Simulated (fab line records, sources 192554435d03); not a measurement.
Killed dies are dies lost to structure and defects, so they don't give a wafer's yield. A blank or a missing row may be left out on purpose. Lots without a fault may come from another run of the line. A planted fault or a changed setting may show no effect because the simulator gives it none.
Which tool did it? | flow n5_finfet | 9 lots, 27 wafers sampled, at 2 steps of a route of 1938

WHAT THE GAUGES READ, wafer by wafer
N5_SDB_CD_MEAS_11: target cd 50 nm.
lot  | measured    | on        | cd_nm (nm)
L391 | day 5 13:13 | cd_sem-01 | 50.5 51.1 49.7
L394 | day 6 04:35 | cd_sem-03 | 50.8 51.7 52.2
L396 | day 6 22:49 | cd_sem-01 | 51.4 51.6 52.8
L397 | day 7 07:41 | cd_sem-01 | 51.0 49.3 49.2
L398 | day 7 09:17 | cd_sem-03 | 51.7 51.0 51.1
L400 | day 7 16:23 | cd_sem-03 | 52.2 52.3 52.0
L404 | day 9 00:54 | cd_sem-02 | 49.2 49.9 49.8
L406 | day 9 07:26 | cd_sem-03 | 50.4 50.0 50.9
L407 | day 9 13:59 | cd_sem-03 | 51.5 50.7 51.1

WHICH TOOL RAN EACH LOT (tool, then ch and the chambers of the sampled wafers, then the start)
lot  | N5_SDB_HM_DEP_00
L391 | pecvd-02 ch 0,1, day 5 12:45
L394 | pecvd-01 ch 0,1,2, day 6 04:17
L396 | pecvd-04 ch 0,2, day 6 22:29
L397 | pecvd-04 ch 0,1,2, day 7 07:22
L398 | pecvd-04 ch 0,2, day 7 08:50
L400 | pecvd-01 ch 1,2, day 7 15:56
L404 | pecvd-01 ch 0,1,2, day 9 00:35
L406 | pecvd-01 ch 0,1,2, day 9 07:07
L407 | pecvd-02 ch 0,1,2, day 9 13:40
- N5_SDB_HM_DEP_00: deposits SiNx from SiH4/NH3/N2, target thk 40 nm, time 35.3 s.

THE ANSWER, worked out from the rows above alone
Rule: what is usual is taken from the lots themselves. Put in order of their means at a reading, lots are off if they are a third of the lots or fewer, leave a main group of 4 or more, and stand apart from it by a gap of 3 or more times the standard deviation of the main group's means; of several such gaps the widest counts. A main group whose means are all the same, to the digits that the tables above print for the reading, isn't used. A lot without any number at a reading at which 4 lots or more have one is off too. The other lots that the step has rows for count as sound.
No lot is off at any reading shown: from this, nothing can be told.

WHAT THE SIMULATOR HAD PUT IN
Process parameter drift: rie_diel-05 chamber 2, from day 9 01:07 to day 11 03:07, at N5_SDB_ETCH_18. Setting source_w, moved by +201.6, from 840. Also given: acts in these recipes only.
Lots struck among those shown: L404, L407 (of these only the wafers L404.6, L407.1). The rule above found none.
